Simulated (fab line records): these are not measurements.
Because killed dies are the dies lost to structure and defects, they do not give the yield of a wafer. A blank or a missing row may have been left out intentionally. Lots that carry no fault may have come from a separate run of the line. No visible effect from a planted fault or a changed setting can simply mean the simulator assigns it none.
Problem report, 8D (eight disciplines) form, completed by code + flow n5Finfet + the parts of the form that need people (team, actions taken, sign-off) are left out

## 1. WHAT WENT WRONG
etchRfOnTimeS at N5_MOL_CONTACT_COAG_ETCH_90 reads a mean of 14.2 s on 1 wafer of 1 lot; wafers without a fault read 21.1 s with a standard deviation of 0.62. That puts it -11 standard deviations away from the usual mean.
The step: etches SiARC in CF4, target depth 13 nm, time 21.7 s.
Earliest sighting: wafer L425.3 on rieDiel-01 at day 8 02:17. The record holds 26 wafers of 9 lots with a number at this step. The rule behind "out" and "out of limits": a value lying over 4 standard deviations away from the usual mean. Any other wafer with a number is counted as sound.

## 2. WHAT IT IS, AND WHAT IT ISN'T
| question                    | is                          | is not                                                                                 |
|-----------------------------|-----------------------------|----------------------------------------------------------------------------------------|
| which readings at this step | etchRfOnTimeS, oesProductAu | drypumpMotorCurrentA, rfFwdPowerW, rfVppV, showerheadPlenumPTorr, throttleValvePct     |
| which lots                  | L425                        | L414, L415, L416, L417, L432, L433, L434, L436                                         |
| which wafers of those lots  | L425.3                      | L425.6                                                                                 |
| read on which tools         | rieDiel-01                  | rieDiel-03                                                                             |
| when                        | from day 8 02:17            | up to then (13 sound wafers); but 12 sound wafers of L432, L433, L434, L436 came after |

## 3. SUSPECTS, AND WHAT RULES EACH OUT
Counting: a tool at a process step up to the reading stays a suspect if it ran every lot that is out. Sound lots after the first of them don't rule it out here, since some wafers of a struck lot are sound.
- rieDiel-01 at N5_MOL_CONTACT_COAG_ETCH_90 (etches SiARC in CF4, target depth 13 nm, time 21.7 s): kept. L425, the lot that is out, went through it at day 8 02:17; up to then, the latest sound lot through it was L417 at day 6 00:14. Out on those wafers are its own readings of etchRfOnTimeS, oesProductAu.
The count leaves rieDiel-01 at N5_MOL_CONTACT_COAG_ETCH_90.

## 4. THE CAUSE (what the simulator had put in)
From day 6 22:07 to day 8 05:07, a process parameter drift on rieDiel-01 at N5_MOL_CONTACT_COAG_ETCH_90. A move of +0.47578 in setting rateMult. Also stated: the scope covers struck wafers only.
This tool alone remained once counting was done.

## 5. THE CHAIN OF EFFECTS, in route order
One row per reading whose mean, taken over the struck wafers that have a number, lies over 3 standard deviations from the usual. Scope: only readings with a usual standard deviation given in the record; hours: median across lots of the time from each lot's start at the first step in this table that gives one to its start at this step; sigmas: change in usual standard deviations.
| hours | step                        | reading       | usual     | on struck wafers | change | sigmas |
|-------|-----------------------------|---------------|-----------|------------------|--------|--------|
| 0     | N5_MOL_CONTACT_COAG_ETCH_90 | etchRfOnTimeS | 21.1 s    | 14.2             | -6.9   | -11    |
| 0     | N5_MOL_CONTACT_COAG_ETCH_90 | oesProductAu  | 0.70 a.u. | 1.05             | +0.35  | +4.3   |
Process steps it contains:
- N5_MOL_CONTACT_COAG_ETCH_90: etches SiARC in CF4, target depth 13 nm, time 21.7 s.
Later measuring or inspecting steps at which every struck wafer that the step has a row for has a number for every such reading, and none has moved that far: N5_BEOL_M4_RC_MEAS_101.

## 6. WHAT WOULD HAVE CAUGHT IT SOONER
In this record no reading fell out of limits until day 8 02:17, 28 hours after the fault had begun at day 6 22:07.
